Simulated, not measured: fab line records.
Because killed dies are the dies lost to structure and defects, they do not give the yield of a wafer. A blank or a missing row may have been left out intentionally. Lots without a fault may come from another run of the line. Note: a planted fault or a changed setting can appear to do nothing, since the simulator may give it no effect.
fab line records / flow n5Finfet
record: lots: 6 wafers: 18 lastDay: 17
route steps=1938 shown FIN_SAQP@97
lots untouched by any fault: they come from a run of this same line in which no faults occurred
startH: the number of hours between the record's first day and the start of the first shown wafer of the lot / waitH: hours from the lot's prior step to this one / " as in the row above / L1.1+2: several wafers, shown together as one row / - no value present, or no start provided / * or withheld: withheld / < > ~ a bound
route shown NAME@n: NAME is a module with steps in the file, n the number in the route of the first one / usual: mean/standard deviation of fault-free wafers / same: alike in all rows / chamber/n: place in a boat / sites: the reading at each site / _std_site: standard deviation of those values / _edge_site: outer sites' mean less inner sites' / radiusMm: how far each site lies from the wafer's centre / mask NAME#n: copy n / behind: the last tool/chamber to shape the wafer / hold: what put the lot on hold/how long, in hours/how the hold closed / device: names the non-switching transistor (n, p or np) / end of line: tests of these same wafers at the route's end / where a step has no rows: the recipe by itself / killed: the dies lost at the first sort to structure and to defects; this is not the yield of the wafer / map: a wafer's dies, x killed, . not, _ none there
set.NAME: the setting that was run; set.NAME@STEP: the one run at that earlier step / model.NAME: the simulator's own value behind a step, which no gauge read
certain route steps with their lots: each step a table, each wafer a row
services: from which hour (startH, from the record's first day; less than 0 if before it) a tool's chamber was out of use, for how many hours, and why
== steps ==
step: N5_FIN_SAQP_THK_MEAS_05
usual: thkNm: 38.0/0.5
lot.wafer=L381.2 tool=filmMetro-01 chamber=- startH=33.11 waitH=0.1 thkNm=38.1
lot.wafer=L381.5 tool=filmMetro-01 chamber=- startH=33.11 waitH=0.1 thkNm=38.9
lot.wafer=L381.6 tool=filmMetro-01 chamber=- startH=33.11 waitH=0.1 thkNm=38.2
lot.wafer=L385.2 tool=filmMetro-02 chamber=- startH=58.26 waitH=0.1 thkNm=37.8
lot.wafer=L385.4 tool=filmMetro-02 chamber=- startH=58.26 waitH=0.1 thkNm=38.8
lot.wafer=L385.6 tool=filmMetro-02 chamber=- startH=58.26 waitH=0.1 thkNm=38.3
lot.wafer=L386.3 tool=filmMetro-02 chamber=- startH=63.52 waitH=0.1 thkNm=37.8
lot.wafer=L386.4 tool=filmMetro-02 chamber=- startH=63.52 waitH=0.1 thkNm=38.6
lot.wafer=L386.6 tool=filmMetro-02 chamber=- startH=63.52 waitH=0.1 thkNm=38.8
lot.wafer=L395.1 tool=filmMetro-01 chamber=- startH=116.84 waitH=0.1 thkNm=36.8
lot.wafer=L395.2 tool=filmMetro-01 chamber=- startH=116.84 waitH=0.1 thkNm=37.4
lot.wafer=L395.6 tool=filmMetro-01 chamber=- startH=116.84 waitH=0.1 thkNm=37.6
lot.wafer=L398.2 tool=filmMetro-01 chamber=- startH=141.35 waitH=0.1 thkNm=37.9
lot.wafer=L398.3 tool=filmMetro-01 chamber=- startH=141.35 waitH=0.1 thkNm=38.0
lot.wafer=L398.5 tool=filmMetro-01 chamber=- startH=141.35 waitH=0.1 thkNm=38.9
lot.wafer=L401.1 tool=filmMetro-02 chamber=- startH=154.26 waitH=0.1 thkNm=37.4
lot.wafer=L401.2 tool=filmMetro-02 chamber=- startH=154.26 waitH=0.1 thkNm=37.9
lot.wafer=L401.6 tool=filmMetro-02 chamber=- startH=154.26 waitH=0.1 thkNm=38.5
step: N5_FIN_SAQP_PECVD_47
recipe: material: a-Si targetThkA: 450 tempC: 400 precursor: SiH4/He pressureTorr: 3 rfW: 100 timeS: 36.3
usual: heaterPowerW: 869/140 showerheadPlenumPTorr: 5.675/0.028 throttleValvePct: 18.2/1.2
lot.wafer=L381.2 tool=pecvd-03 chamber=1 startH=33.15 waitH=0.0 heaterPowerW=800 showerheadPlenumPTorr=5.674 throttleValvePct=19.9
lot.wafer=L381.5 tool=pecvd-03 chamber=2 startH=33.15 waitH=0.0 heaterPowerW=917 showerheadPlenumPTorr=5.655 throttleValvePct=17.6
lot.wafer=L381.6 tool=pecvd-03 chamber=1 startH=33.15 waitH=0.0 heaterPowerW=811 showerheadPlenumPTorr=5.668 throttleValvePct=20.0
lot.wafer=L385.2 tool=pecvd-02 chamber=2 startH=58.29 waitH=0.0 heaterPowerW=725 showerheadPlenumPTorr=5.665 throttleValvePct=16.4
lot.wafer=L385.4 tool=pecvd-02 chamber=2 startH=58.29 waitH=0.0 heaterPowerW=736 showerheadPlenumPTorr=5.699 throttleValvePct=16.3
lot.wafer=L385.6 tool=pecvd-02 chamber=1 startH=58.29 waitH=0.0 heaterPowerW=963 showerheadPlenumPTorr=5.658 throttleValvePct=18.2
lot.wafer=L386.3 tool=pecvd-03 chamber=2 startH=63.55 waitH=0.0 heaterPowerW=893 showerheadPlenumPTorr=5.675 throttleValvePct=18.0
lot.wafer=L386.4 tool=pecvd-03 chamber=0 startH=63.55 waitH=0.0 heaterPowerW=697 showerheadPlenumPTorr=5.657 throttleValvePct=19.6
lot.wafer=L386.6 tool=pecvd-03 chamber=1 startH=63.55 waitH=0.0 heaterPowerW=826 showerheadPlenumPTorr=5.656 throttleValvePct=20.0
lot.wafer=L395.1 tool=pecvd-03 chamber=2 startH=116.88 waitH=0.0 heaterPowerW=996 showerheadPlenumPTorr=5.659 throttleValvePct=17.7
lot.wafer=L395.2 tool=pecvd-03 chamber=1 startH=116.88 waitH=0.0 heaterPowerW=765 showerheadPlenumPTorr=5.662 throttleValvePct=20.1
lot.wafer=L395.6 tool=pecvd-03 chamber=0 startH=116.88 waitH=0.0 heaterPowerW=627 showerheadPlenumPTorr=5.689 throttleValvePct=19.3
lot.wafer=L398.2 tool=pecvd-03 chamber=2 startH=141.38 waitH=0.0 heaterPowerW=1048 showerheadPlenumPTorr=5.677 throttleValvePct=17.7
lot.wafer=L398.3 tool=pecvd-03 chamber=1 startH=141.38 waitH=0.0 heaterPowerW=796 showerheadPlenumPTorr=5.683 throttleValvePct=20.0
lot.wafer=L398.5 tool=pecvd-03 chamber=0 startH=141.38 waitH=0.0 heaterPowerW=682 showerheadPlenumPTorr=5.679 throttleValvePct=19.5
lot.wafer=L401.1 tool=pecvd-04 chamber=2 startH=154.30 waitH=0.0 heaterPowerW=991 showerheadPlenumPTorr=5.663 throttleValvePct=18.1
lot.wafer=L401.2 tool=pecvd-04 chamber=0 startH=154.30 waitH=0.0 heaterPowerW=945 showerheadPlenumPTorr=5.730 throttleValvePct=16.5
lot.wafer=L401.6 tool=pecvd-04 chamber=2 startH=154.30 waitH=0.0 heaterPowerW=981 showerheadPlenumPTorr=5.677 throttleValvePct=18.0
step: N5_FIN_SAQP_PECVD_48
recipe: material: SiNx targetThkA: 250 tempC: 400 precursor: SiH4/NH3/N2 pressureTorr: 1.5 rfW: 300 timeS: 22.1
usual: heaterPowerW: 797/140 showerheadPlenumPTorr: 5.15/0.036 throttleValvePct: 39.8/2.7
lot.wafer=L381.2 tool=pecvd-03 chamber=1 startH=33.19 waitH=0.0 heaterPowerW=716 showerheadPlenumPTorr=5.14 throttleValvePct=44.6
lot.wafer=L381.5 tool=pecvd-03 chamber=2 startH=33.19 waitH=0.0 heaterPowerW=985 showerheadPlenumPTorr=5.15 throttleValvePct=38.9
lot.wafer=L381.6 tool=pecvd-03 chamber=1 startH=33.19 waitH=0.0 heaterPowerW=702 showerheadPlenumPTorr=5.15 throttleValvePct=44.4
lot.wafer=L385.2 tool=pecvd-02 chamber=2 startH=58.33 waitH=0.0 heaterPowerW=592 showerheadPlenumPTorr=5.17 throttleValvePct=35.9
lot.wafer=L385.4 tool=pecvd-02 chamber=2 startH=58.33 waitH=0.0 heaterPowerW=585 showerheadPlenumPTorr=5.16 throttleValvePct=36.0
lot.wafer=L385.6 tool=pecvd-02 chamber=1 startH=58.33 waitH=0.0 heaterPowerW=820 showerheadPlenumPTorr=5.12 throttleValvePct=40.0
lot.wafer=L386.3 tool=pecvd-03 chamber=2 startH=63.60 waitH=0.0 heaterPowerW=945 showerheadPlenumPTorr=5.15 throttleValvePct=38.9
lot.wafer=L386.4 tool=pecvd-03 chamber=0 startH=63.60 waitH=0.0 heaterPowerW=582 showerheadPlenumPTorr=5.13 throttleValvePct=42.8
lot.wafer=L386.6 tool=pecvd-03 chamber=1 startH=63.60 waitH=0.0 heaterPowerW=679 showerheadPlenumPTorr=5.14 throttleValvePct=44.1
lot.wafer=L395.1 tool=pecvd-03 chamber=2 startH=116.92 waitH=0.0 heaterPowerW=882 showerheadPlenumPTorr=5.14 throttleValvePct=39.5
lot.wafer=L395.2 tool=pecvd-03 chamber=1 startH=116.92 waitH=0.0 heaterPowerW=692 showerheadPlenumPTorr=5.14 throttleValvePct=44.2
lot.wafer=L395.6 tool=pecvd-03 chamber=0 startH=116.92 waitH=0.0 heaterPowerW=649 showerheadPlenumPTorr=5.15 throttleValvePct=42.8
lot.wafer=L398.2 tool=pecvd-03 chamber=2 startH=141.42 waitH=0.0 heaterPowerW=992 showerheadPlenumPTorr=5.14 throttleValvePct=39.5
lot.wafer=L398.3 tool=pecvd-03 chamber=1 startH=141.42 waitH=0.0 heaterPowerW=683 showerheadPlenumPTorr=5.15 throttleValvePct=44.5
lot.wafer=L398.5 tool=pecvd-03 chamber=0 startH=141.42 waitH=0.0 heaterPowerW=626 showerheadPlenumPTorr=5.15 throttleValvePct=42.8
lot.wafer=L401.1 tool=pecvd-04 chamber=2 startH=154.36 waitH=0.0 heaterPowerW=811 showerheadPlenumPTorr=5.13 throttleValvePct=39.6
lot.wafer=L401.2 tool=pecvd-04 chamber=0 startH=154.36 waitH=0.0 heaterPowerW=950 showerheadPlenumPTorr=5.22 throttleValvePct=36.3
lot.wafer=L401.6 tool=pecvd-04 chamber=2 startH=154.36 waitH=0.0 heaterPowerW=849 showerheadPlenumPTorr=5.15 throttleValvePct=39.7
step: N5_FIN_SAQP_PECVD_06
recipe: material: a-Si targetThkA: 600 tempC: 400 precursor: SiH4/He pressureTorr: 3 rfW: 100 timeS: 48.1
usual: heaterPowerW: 869/140 showerheadPlenumPTorr: 5.673/0.026 throttleValvePct: 18.2/1.2
lot.wafer=L381.2 tool=pecvd-03 chamber=1 startH=33.23 waitH=0.0 heaterPowerW=714 showerheadPlenumPTorr=5.676 throttleValvePct=19.9
lot.wafer=L381.5 tool=pecvd-03 chamber=2 startH=33.23 waitH=0.0 heaterPowerW=927 showerheadPlenumPTorr=5.665 throttleValvePct=17.8
lot.wafer=L381.6 tool=pecvd-03 chamber=1 startH=33.23 waitH=0.0 heaterPowerW=704 showerheadPlenumPTorr=5.677 throttleValvePct=20.1
lot.wafer=L385.2 tool=pecvd-02 chamber=2 startH=58.37 waitH=0.0 heaterPowerW=652 showerheadPlenumPTorr=5.685 throttleValvePct=16.6
lot.wafer=L385.4 tool=pecvd-02 chamber=2 startH=58.37 waitH=0.0 heaterPowerW=652 showerheadPlenumPTorr=5.682 throttleValvePct=16.3
lot.wafer=L385.6 tool=pecvd-02 chamber=1 startH=58.37 waitH=0.0 heaterPowerW=929 showerheadPlenumPTorr=5.642 throttleValvePct=18.1
lot.wafer=L386.3 tool=pecvd-03 chamber=2 startH=63.64 waitH=0.0 heaterPowerW=970 showerheadPlenumPTorr=5.652 throttleValvePct=17.8
lot.wafer=L386.4 tool=pecvd-03 chamber=0 startH=63.64 waitH=0.0 heaterPowerW=728 showerheadPlenumPTorr=5.668 throttleValvePct=19.7
lot.wafer=L386.6 tool=pecvd-03 chamber=1 startH=63.64 waitH=0.0 heaterPowerW=796 showerheadPlenumPTorr=5.685 throttleValvePct=20.2
lot.wafer=L395.1 tool=pecvd-03 chamber=2 startH=116.96 waitH=0.0 heaterPowerW=1060 showerheadPlenumPTorr=5.662 throttleValvePct=17.9
lot.wafer=L395.2 tool=pecvd-03 chamber=1 startH=116.96 waitH=0.0 heaterPowerW=728 showerheadPlenumPTorr=5.666 throttleValvePct=20.1
lot.wafer=L395.6 tool=pecvd-03 chamber=0 startH=116.96 waitH=0.0 heaterPowerW=673 showerheadPlenumPTorr=5.665 throttleValvePct=19.5
lot.wafer=L398.2 tool=pecvd-03 chamber=2 startH=141.46 waitH=0.0 heaterPowerW=917 showerheadPlenumPTorr=5.659 throttleValvePct=18.1
lot.wafer=L398.3 tool=pecvd-03 chamber=1 startH=141.46 waitH=0.0 heaterPowerW=734 showerheadPlenumPTorr=5.672 throttleValvePct=20.1
lot.wafer=L398.5 tool=pecvd-03 chamber=0 startH=141.46 waitH=0.0 heaterPowerW=634 showerheadPlenumPTorr=5.681 throttleValvePct=19.4
lot.wafer=L401.1 tool=pecvd-04 chamber=2 startH=154.42 waitH=0.0 heaterPowerW=1001 showerheadPlenumPTorr=5.675 throttleValvePct=18.3
lot.wafer=L401.2 tool=pecvd-04 chamber=0 startH=154.42 waitH=0.0 heaterPowerW=1005 showerheadPlenumPTorr=5.733 throttleValvePct=16.9
lot.wafer=L401.6 tool=pecvd-04 chamber=2 startH=154.42 waitH=0.0 heaterPowerW=976 showerheadPlenumPTorr=5.672 throttleValvePct=18.0
step: N5_FIN_SAQP_THK_MEAS_07
usual: thkNm: 60.2/0.61
lot.wafer=L381.2 tool=filmMetro-01 chamber=- startH=33.32 waitH=0.1 thkNm=60.0
lot.wafer=L381.5 tool=filmMetro-01 chamber=- startH=33.32 waitH=0.1 thkNm=61.2
lot.wafer=L381.6 tool=filmMetro-01 chamber=- startH=33.32 waitH=0.1 thkNm=60.9
lot.wafer=L385.2 tool=filmMetro-02 chamber=- startH=58.46 waitH=0.1 thkNm=59.2
lot.wafer=L385.4 tool=filmMetro-02 chamber=- startH=58.46 waitH=0.1 thkNm=60.6
lot.wafer=L385.6 tool=filmMetro-02 chamber=- startH=58.46 waitH=0.1 thkNm=59.9
lot.wafer=L386.3 tool=filmMetro-01 chamber=- startH=63.73 waitH=0.1 thkNm=60.1
lot.wafer=L386.4 tool=filmMetro-01 chamber=- startH=63.73 waitH=0.1 thkNm=60.8
lot.wafer=L386.6 tool=filmMetro-01 chamber=- startH=63.73 waitH=0.1 thkNm=60.7
lot.wafer=L395.1 tool=filmMetro-02 chamber=- startH=117.05 waitH=0.1 thkNm=59.1
lot.wafer=L395.2 tool=filmMetro-02 chamber=- startH=117.05 waitH=0.1 thkNm=59.3
lot.wafer=L395.6 tool=filmMetro-02 chamber=- startH=117.05 waitH=0.1 thkNm=60.8
lot.wafer=L398.2 tool=filmMetro-01 chamber=- startH=141.55 waitH=0.1 thkNm=59.2
lot.wafer=L398.3 tool=filmMetro-01 chamber=- startH=141.55 waitH=0.1 thkNm=60.2
lot.wafer=L398.5 tool=filmMetro-01 chamber=- startH=141.55 waitH=0.1 thkNm=61.2
lot.wafer=L401.1 tool=filmMetro-01 chamber=- startH=154.54 waitH=0.1 thkNm=59.7
lot.wafer=L401.2 tool=filmMetro-01 chamber=- startH=154.54 waitH=0.1 thkNm=59.6
lot.wafer=L401.6 tool=filmMetro-01 chamber=- startH=154.54 waitH=0.1 thkNm=60.0
step: N5_FIN_SAQP_HM_DEP_72
recipe: material: SiO2 targetThkA: 120 tempC: 400 precursor: SiH4/N2O pressureTorr: 0.75 rfW: 275 timeS: 7.2
usual: heaterPowerW: 789/130 showerheadPlenumPTorr: 8.16/0.066
lot.wafer=L381.2 tool=pecvd-04 chamber=0 startH=33.36 waitH=0.0 heaterPowerW=840 showerheadPlenumPTorr=8.28
lot.wafer=L381.5 tool=pecvd-04 chamber=1 startH=33.36 waitH=0.0 heaterPowerW=907 showerheadPlenumPTorr=7.97
lot.wafer=L381.6 tool=pecvd-04 chamber=0 startH=33.36 waitH=0.0 heaterPowerW=851 showerheadPlenumPTorr=8.32
lot.wafer=L385.2 tool=pecvd-04 chamber=2 startH=58.50 waitH=0.0 heaterPowerW=823 showerheadPlenumPTorr=8.16
lot.wafer=L385.4 tool=pecvd-04 chamber=1 startH=58.50 waitH=0.0 heaterPowerW=990 showerheadPlenumPTorr=7.99
lot.wafer=L385.6 tool=pecvd-04 chamber=0 startH=58.50 waitH=0.0 heaterPowerW=907 showerheadPlenumPTorr=8.29
lot.wafer=L386.3 tool=pecvd-02 chamber=1 startH=63.76 waitH=0.0 heaterPowerW=780 showerheadPlenumPTorr=8.11
lot.wafer=L386.4 tool=pecvd-02 chamber=0 startH=63.76 waitH=0.0 heaterPowerW=699 showerheadPlenumPTorr=8.20
lot.wafer=L386.6 tool=pecvd-02 chamber=2 startH=63.76 waitH=0.0 heaterPowerW=684 showerheadPlenumPTorr=8.19
lot.wafer=L395.1 tool=pecvd-02 chamber=1 startH=117.09 waitH=0.0 heaterPowerW=953 showerheadPlenumPTorr=8.13
lot.wafer=L395.2 tool=pecvd-02 chamber=0 startH=117.09 waitH=0.0 heaterPowerW=802 showerheadPlenumPTorr=8.19
lot.wafer=L395.6 tool=pecvd-02 chamber=1 startH=117.09 waitH=0.0 heaterPowerW=944 showerheadPlenumPTorr=8.11
lot.wafer=L398.2 tool=pecvd-03 chamber=0 startH=141.59 waitH=0.0 heaterPowerW=680 showerheadPlenumPTorr=8.17
lot.wafer=L398.3 tool=pecvd-03 chamber=2 startH=141.59 waitH=0.0 heaterPowerW=962 showerheadPlenumPTorr=8.13
lot.wafer=L398.5 tool=pecvd-03 chamber=2 startH=141.59 waitH=0.0 heaterPowerW=960 showerheadPlenumPTorr=8.14
lot.wafer=L401.1 tool=pecvd-03 chamber=1 startH=154.58 waitH=0.0 heaterPowerW=628 showerheadPlenumPTorr=8.16
lot.wafer=L401.2 tool=pecvd-03 chamber=0 startH=154.58 waitH=0.0 heaterPowerW=569 showerheadPlenumPTorr=8.16
lot.wafer=L401.6 tool=pecvd-03 chamber=1 startH=154.58 waitH=0.0 heaterPowerW=640 showerheadPlenumPTorr=8.14
step: N5_FIN_SAQP_COAT_49
recipe: resist: SOC tempC: 250 timeS: 60 spinRpm: 1500 resistThkNm: 100
step: N5_FIN_SAQP_COAT_50
recipe: resist: SiARC tempC: 220 timeS: 60 spinRpm: 1500 resistThkNm: 35
step: N5_FIN_SAQP_COAT_10
recipe: resist: CAR-ArF spinRpm: 1500 resistThkNm: 90
step: N5_FIN_SAQP_EBR_12
recipe: solvent: PGMEA ebrWidthMm: 1.5
step: N5_FIN_SAQP_SOFTBAKE_11
recipe: tempC: 110 timeS: 60 resist: CAR-ArF
step: N5_FIN_SAQP_EXPOSE_13
recipe: maskId: FIN_CORE na: 1.35 sourceShape: dipole sigmaInner: 0.538 sigmaOuter: 0.738 polarization: te targetCdNm: 35.6 doseMj: 63.25
step: N5_FIN_SAQP_PEB_14
recipe: pebTempC: withheld pebTimeS: 60 resist: CAR-ArF
usual: chillPlateTempC: 22.98/0.11 exhaustPa: 45.0/0.9
lot.wafer=L381.2 tool=lithoTrack-03 chamber=0 startH=33.74 waitH=0.0 chillPlateTempC=23.01 exhaustPa=44.4
lot.wafer=L381.5 tool=lithoTrack-03 chamber=0 startH=33.74 waitH=0.0 chillPlateTempC=23.13 exhaustPa=45.3
lot.wafer=L381.6 tool=lithoTrack-03 chamber=0 startH=33.74 waitH=0.0 chillPlateTempC=23.08 exhaustPa=45.5
lot.wafer=L385.2 tool=lithoTrack-05 chamber=- startH=58.88 waitH=0.0 chillPlateTempC=- exhaustPa=-
lot.wafer=L385.4 tool=lithoTrack-05 chamber=- startH=58.88 waitH=0.0 chillPlateTempC=- exhaustPa=-
lot.wafer=L385.6 tool=lithoTrack-05 chamber=- startH=58.88 waitH=0.0 chillPlateTempC=- exhaustPa=-
lot.wafer=L386.3 tool=lithoTrack-02 chamber=- startH=64.14 waitH=0.0 chillPlateTempC=- exhaustPa=-
lot.wafer=L386.4 tool=lithoTrack-02 chamber=- startH=64.14 waitH=0.0 chillPlateTempC=- exhaustPa=-
lot.wafer=L386.6 tool=lithoTrack-02 chamber=- startH=64.14 waitH=0.0 chillPlateTempC=- exhaustPa=-
lot.wafer=L395.1 tool=lithoTrack-02 chamber=0 startH=117.47 waitH=0.1 chillPlateTempC=22.92 exhaustPa=44.7
lot.wafer=L395.2 tool=lithoTrack-02 chamber=0 startH=117.47 waitH=0.1 chillPlateTempC=22.89 exhaustPa=44.0
lot.wafer=L395.6 tool=lithoTrack-02 chamber=0 startH=117.47 waitH=0.1 chillPlateTempC=23.07 exhaustPa=45.6
lot.wafer=L398.2 tool=lithoTrack-02 chamber=0 startH=141.97 waitH=0.0 chillPlateTempC=22.95 exhaustPa=45.2
lot.wafer=L398.3 tool=lithoTrack-02 chamber=0 startH=141.97 waitH=0.0 chillPlateTempC=23.08 exhaustPa=44.9
lot.wafer=L398.5 tool=lithoTrack-02 chamber=0 startH=141.97 waitH=0.0 chillPlateTempC=22.84 exhaustPa=44.4
lot.wafer=L401.1 tool=lithoTrack-05 chamber=0 startH=154.83 waitH=0.1 chillPlateTempC=23.00 exhaustPa=46.0
lot.wafer=L401.2 tool=lithoTrack-05 chamber=0 startH=154.83 waitH=0.1 chillPlateTempC=22.84 exhaustPa=45.4
lot.wafer=L401.6 tool=lithoTrack-05 chamber=0 startH=154.83 waitH=0.1 chillPlateTempC=23.02 exhaustPa=45.1
step: N5_FIN_SAQP_DEVELOP_15
recipe: developTimeS: 30 developer: TMAH resist: CAR-ArF devTempC: 23 rinseLiquid: diw dry: airSpin
== services ==
tool=pecvd-02 chamber=2 startH=21.22 hours=- kind=clean
tool=pecvd-02 chamber=2 startH=21.22 hours=- kind=consumableReplace:showerhead
tool=pecvd-02 chamber=2 startH=21.22 hours=29.0 kind=scheduledDown
tool=pecvd-02 chamber=2 startH=21.22 hours=29.0 kind=ventCycle
tool=pecvd-04 chamber=2 startH=28.12 hours=2.1 kind=scheduledDown
tool=pecvd-04 chamber=2 startH=87.76 hours=4.7 kind=repair
tool=pecvd-02 chamber=0 startH=95.91 hours=5.0 kind=scheduledDown
tool=pecvd-04 chamber=- startH=100.78 hours=6.0 kind=pm
tool=pecvd-03 chamber=1 startH=118.11 hours=- kind=calibration
tool=pecvd-04 chamber=1 startH=127.07 hours=5.0 kind=scheduledDown
tool=pecvd-02 chamber=0 startH=129.75 hours=2.1 kind=scheduledDown
tool=pecvd-04 chamber=- startH=133.79 hours=2.8 kind=pm
tool=lithoTrack-05 chamber=- startH=137.81 hours=- kind=consumableReplace:filter
tool=pecvd-04 chamber=- startH=138.03 hours=0.5 kind=repair
tool=pecvd-04 chamber=1 startH=152.85 hours=5.5 kind=scheduledDown
== key ==
firstSign: step: N5_FIN_SAQP_PEB_14 reading: toolRecord direction: missing
effect none on later readings
metAt N5_FIN_SAQP_PEB_14
struckWafers L385.2,L385.4,L385.6,L386.3,L386.4,L386.6
laterRowsLeftOut L385.2,L385.4,L385.6,L386.3,L386.4,L386.6
sortLeftOut L385.2,L385.4,L385.6,L386.3,L386.4,L386.6
fault: kind: skippedStepWhole tool: lithoTrack-02,lithoTrack-05 chamber: - onsetH: 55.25 steps: N5_FIN_SAQP_PEB_14 scope: struckLotsOnly
sortLeftOut: the simulated sort isn't trusted on such a fault, so these wafers' sort isn't shown, and their yield isn't known
laterRowsLeftOut: the simulator's readings of these wafers behind a module that went badly wrong aren't trusted and aren't shown, but for the sort
